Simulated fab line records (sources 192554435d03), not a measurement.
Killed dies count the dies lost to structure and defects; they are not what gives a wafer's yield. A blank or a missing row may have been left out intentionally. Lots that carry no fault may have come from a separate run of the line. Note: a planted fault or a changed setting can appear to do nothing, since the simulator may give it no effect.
Split-lot study || flow n5 finfet || 7 lots, 21 wafers read, on a route of 1938 steps

THE SPLIT ITSELF
At N5_HKMG_FIN_ETCH_31 (etches SiARC in CF4, target depth 45.5 nm, time 75.8 s), the setting bias w was moved away from the recipe's 36 W on 5 of the 21 wafers read, by -18.0% to +10.3%. For the rest of the wafers, this setting stayed at what the recipe calls for.

The reading comes from the split's own step.

THE READING
rf vpp V, in V, at N5_HKMG_FIN_ETCH_31 (etches SiARC in CF4, target depth 45.5 nm, time 75.8 s). Fault-free wafers of this fab line usually give 184.2 V, standard deviation 1.2 V.

{"wafer": "L074.1", "tool, chamber at the split": "rie diel-04, 3", "bias w as run, W": 29.52, "against the recipe": "-18.0%", "rf vpp V, V": 163.1, "against lot-mates on the recipe": -22.3}
{"wafer": "L074.3", "tool, chamber at the split": "rie diel-04, 0", "bias w as run, W": 36, "against the recipe": "recipe", "rf vpp V, V": 183.7, "against lot-mates on the recipe": "-"}
{"wafer": "L074.5", "tool, chamber at the split": "rie diel-04, 1", "bias w as run, W": 36, "against the recipe": "recipe", "rf vpp V, V": 187.1, "against lot-mates on the recipe": "-"}
{"wafer": "L075.2", "tool, chamber at the split": "rie diel-01, 3", "bias w as run, W": 36, "against the recipe": "recipe", "rf vpp V, V": 182.4, "against lot-mates on the recipe": "-"}
{"wafer": "L075.3", "tool, chamber at the split": "rie diel-01, 2", "bias w as run, W": 36, "against the recipe": "recipe", "rf vpp V, V": 183.1, "against lot-mates on the recipe": "-"}
{"wafer": "L075.5", "tool, chamber at the split": "rie diel-01, 3", "bias w as run, W": 39.7, "against the recipe": "+10.3%", "rf vpp V, V": 195.5, "against lot-mates on the recipe": "+12.8"}
{"wafer": "L079.2", "tool, chamber at the split": "rie diel-04, 1", "bias w as run, W": 36, "against the recipe": "recipe", "rf vpp V, V": 185.7, "against lot-mates on the recipe": "-"}
{"wafer": "L079.3", "tool, chamber at the split": "rie diel-04, 2", "bias w as run, W": 31.34, "against the recipe": "-12.9%", "rf vpp V, V": 170.9, "against lot-mates on the recipe": -13.9}
{"wafer": "L079.4", "tool, chamber at the split": "rie diel-04, 0", "bias w as run, W": 36, "against the recipe": "recipe", "rf vpp V, V": 184.0, "against lot-mates on the recipe": "-"}
{"wafer": "L080.1", "tool, chamber at the split": "rie diel-01, 3", "bias w as run, W": 36, "against the recipe": "recipe", "rf vpp V, V": 184.5, "against lot-mates on the recipe": "-"}
{"wafer": "L080.2", "tool, chamber at the split": "rie diel-01, 0", "bias w as run, W": 36, "against the recipe": "recipe", "rf vpp V, V": 184.2, "against lot-mates on the recipe": "-"}
{"wafer": "L080.6", "tool, chamber at the split": "rie diel-01, 2", "bias w as run, W": 36, "against the recipe": "recipe", "rf vpp V, V": 183.4, "against lot-mates on the recipe": "-"}
{"wafer": "L083.1", "tool, chamber at the split": "rie diel-03, 3", "bias w as run, W": 31.72, "against the recipe": "-11.9%", "rf vpp V, V": 168.9, "against lot-mates on the recipe": -14.9}
{"wafer": "L083.3", "tool, chamber at the split": "rie diel-03, 1", "bias w as run, W": 31.72, "against the recipe": "-11.9%", "rf vpp V, V": 167.7, "against lot-mates on the recipe": -16.1}
{"wafer": "L083.6", "tool, chamber at the split": "rie diel-03, 1", "bias w as run, W": 36, "against the recipe": "recipe", "rf vpp V, V": 183.8, "against lot-mates on the recipe": "-"}
{"wafer": "L084.1", "tool, chamber at the split": "rie diel-03, 0", "bias w as run, W": 36, "against the recipe": "recipe", "rf vpp V, V": 183.5, "against lot-mates on the recipe": "-"}
{"wafer": "L084.2", "tool, chamber at the split": "rie diel-03, 2", "bias w as run, W": 36, "against the recipe": "recipe", "rf vpp V, V": 186.5, "against lot-mates on the recipe": "-"}
{"wafer": "L084.3", "tool, chamber at the split": "rie diel-03, 3", "bias w as run, W": 36, "against the recipe": "recipe", "rf vpp V, V": 181.8, "against lot-mates on the recipe": "-"}
{"wafer": "L096.1", "tool, chamber at the split": "rie diel-03, 2", "bias w as run, W": 36, "against the recipe": "recipe", "rf vpp V, V": 185.6, "against lot-mates on the recipe": "-"}
{"wafer": "L096.3", "tool, chamber at the split": "rie diel-03, 1", "bias w as run, W": 36, "against the recipe": "recipe", "rf vpp V, V": 182.7, "against lot-mates on the recipe": "-"}
{"wafer": "L096.4", "tool, chamber at the split": "rie diel-03, 0", "bias w as run, W": 36, "against the recipe": "recipe", "rf vpp V, V": 184.3, "against lot-mates on the recipe": "-"}

FIT RESULTS
A straight line over all 21 wafers: rf vpp V changes by +1.18 V for each +1% of bias w; r = +0.98; the points scatter about the line by 1.5 V.
The same after taking each lot's own level away (the mean of its wafers on the recipe; 21 wafers): +1.23 V for each +1%; r = +0.99; scatter 1.3 V.
According to that fit, moving bias w by its largest amount changes the reading by 22 V.
The span of the lots' own levels, 182.75 to 185.40 V, comes to 2.2 times the standard deviation stated above.
So the lot-to-lot level changes the slope little: the two slopes agree.
Check: with one of the wafers moved furthest among these (-18.0%) left out of the fit, the line predicts -22 V for it against its lot-mates. It came out at -22.3 V against them.
Tool readings at the split's step, against how far the setting was moved: rf vpp V r = +0.98.

ADDITIONAL SPLITS CARRIED BY THESE WAFERS
These wafers also went through other splits before the reading. Each is held against what the fit with the lots' levels taken away leaves over:
{"other split on the same wafers": "N5_SD_EPI_N_DEVELOP_08 develop time s", "wafers away from the commonest value": 9, "r with rf vpp V (lot level and that fit taken away)": -0.41}
{"other split on the same wafers": "N5_SD_EPI_P_COAT_34 spin rpm", "wafers away from the commonest value": 6, "r with rf vpp V (lot level and that fit taken away)": -0.03}
{"other split on the same wafers": "N5_HKMG_FIN_ETCH_55 time s", "wafers away from the commonest value": 6, "r with rf vpp V (lot level and that fit taken away)": -0.20}
{"other split on the same wafers": "N5_HKMG_FIN_ETCH_58 bias w", "wafers away from the commonest value": 6, "r with rf vpp V (lot level and that fit taken away)": "+0.01"}

THE FILE'S OWN FIT
rf vpp V changes by +1.21 V for each +1% of bias w, r = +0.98.
